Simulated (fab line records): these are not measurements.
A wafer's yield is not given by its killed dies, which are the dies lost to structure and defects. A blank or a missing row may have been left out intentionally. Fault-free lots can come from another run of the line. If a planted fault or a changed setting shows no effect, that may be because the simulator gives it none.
Lot-split experiment | flow n5Finfet | route with 1938 steps; 7 lots, 21 wafers read

== SPLIT DETAILS ==
At N5_HKMG_FIN_CVD_62 (deposits a-Si from Si2H6, target thk 3 nm, time 20.8 s), the setting tempC was moved away from the recipe's 500 C on 6 of the 21 wafers read, by -2.2% to +3.9%. All remaining wafers had this setting at the recipe value.

Reading taken at the split's own step.

== THE READING ==
a-Si_of_HKMG_FIN_CVD_62.thkNm (the simulator's own value, which no gauge read), in nm, at N5_HKMG_FIN_CVD_62 (deposits a-Si from Si2H6, target thk 3 nm, time 20.8 s). No usual value for it is given in the file. Across the 15 wafers here that went through the recipe, the average is 3.0 nm and the standard deviation 0.12 nm.

wafer  | tool, chamber at the split | tempC as run, C | against the recipe | a-Si_of_HKMG_FIN_CVD_62.thkNm, nm | against lot-mates on the recipe
L074.1 | thermalCvdSi-01, 0         | 510.7           | +2.1%              | 4                                 | +1.0
L074.2 | thermalCvdSi-01, 0         | 500             | recipe             | 3                                 | -
L074.6 | thermalCvdSi-01, 0         | 500             | recipe             | 3                                 | -
L078.2 | thermalCvdSi-01, 0,2,2     | 500             | recipe             | 2.8                               | -
L078.3 | thermalCvdSi-01, 0,2,2     | 500             | recipe             | 2.8                               | -
L078.4 | thermalCvdSi-01, 0,2,2     | 500             | recipe             | 2.8                               | -
L080.1 | thermalCvdSi-01, 0,2,0     | 500             | recipe             | 3                                 | -
L080.3 | thermalCvdSi-01, 0,2,0     | 500             | recipe             | 3                                 | -
L080.4 | thermalCvdSi-01, 0,2,0     | 500             | recipe             | 3                                 | -
L081.2 | thermalCvdSi-02, 0,1       | 500             | recipe             | 3.2                               | -
L081.5 | thermalCvdSi-02, 0,1       | 500             | recipe             | 3.2                               | -
L081.4 | thermalCvdSi-02, 2         | 500             | recipe             | 3                                 | -
L089.1 | thermalCvdSi-02, 1,2       | 517.5           | +3.5%              | 5                                 | +2.0
L089.2 | thermalCvdSi-02, 1,2       | 517.5           | +3.5%              | 5                                 | +2.0
L089.3 | thermalCvdSi-02, 2         | 500             | recipe             | 3                                 | -
L091.2 | thermalCvdSi-02, 2         | 500             | recipe             | 3                                 | -
L091.4 | thermalCvdSi-02, 2         | 500             | recipe             | 3                                 | -
L091.5 | thermalCvdSi-02, 2         | 519.5           | +3.9%              | 5.2                               | +2.2
L093.1 | thermalCvdSi-02, 2         | 488.8           | -2.2%              | 2.2                               | -0.6
L093.2 | thermalCvdSi-02, 1         | 488.8           | -2.2%              | 2                                 | -0.8
L093.4 | thermalCvdSi-02, 1         | 500             | recipe             | 2.8                               | -
The file does not say which wafer passed through which chamber wherever a row lists several chambers: such a row stands for several wafers.

THE FIT
A straight line over all 21 wafers: a-Si_of_HKMG_FIN_CVD_62.thkNm changes by +0.525 nm for each +1% of tempC; r = +0.98; the points scatter about the line by 0.16 nm.
The same after taking each lot's own level away (the mean of its wafers on the recipe; 21 wafers): +0.501 nm for each +1%; r = +0.98; scatter 0.16 nm.
The reading moves by 2 nm for the largest change in tempC, on that fit.
The span of the lots' own levels, 2.80 to 3.13 nm, comes to 2.7 times the standard deviation stated above.
The two slopes are in agreement: the lot-to-lot level therefore moves the slope only a little.
Check: +1.96 nm against its lot-mates is what the line predicts for one of the wafers moved furthest among these (+3.9%) when that wafer is left out of the fit. It came out at +2.2 nm against them.

== FURTHER SPLITS ON THESE WAFERS ==
Before the reading, these wafers also passed through other splits. Each is held against what the fit with the lots' levels taken away leaves over:
other split on the same wafers          | wafers away from the commonest value | r with a-Si_of_HKMG_FIN_CVD_62.thkNm (lot level and that fit taken away)
N5_PMOS_HMC_CHANNEL_EPI_COAT_03 spinRpm | 9                                    | +0.24
N5_PMOS_HMC_CHANNEL_EPI_DESCUM_14 timeS | 8                                    | +0.03
N5_FIN_SAQP_COAT_10 spinRpm             | 7                                    | +0.42
N5_SD_EPI_N_ETCH_35 timeS               | 6                                    | +0.28
N5_SD_EPI_P_EPI_21 epiGrowthTimeS       | 11                                   | +0.24
N5_SD_ACTIVATION_LSA_01 tempC           | 6                                    | +0.08
N5_HKMG_FIN_COAT_43 spinRpm             | 5                                    | -0.10

== FILE'S OWN FIT ==
a-Si_of_HKMG_FIN_CVD_62.thkNm changes by +0.52 nm for each +1% of tempC, r = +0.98.
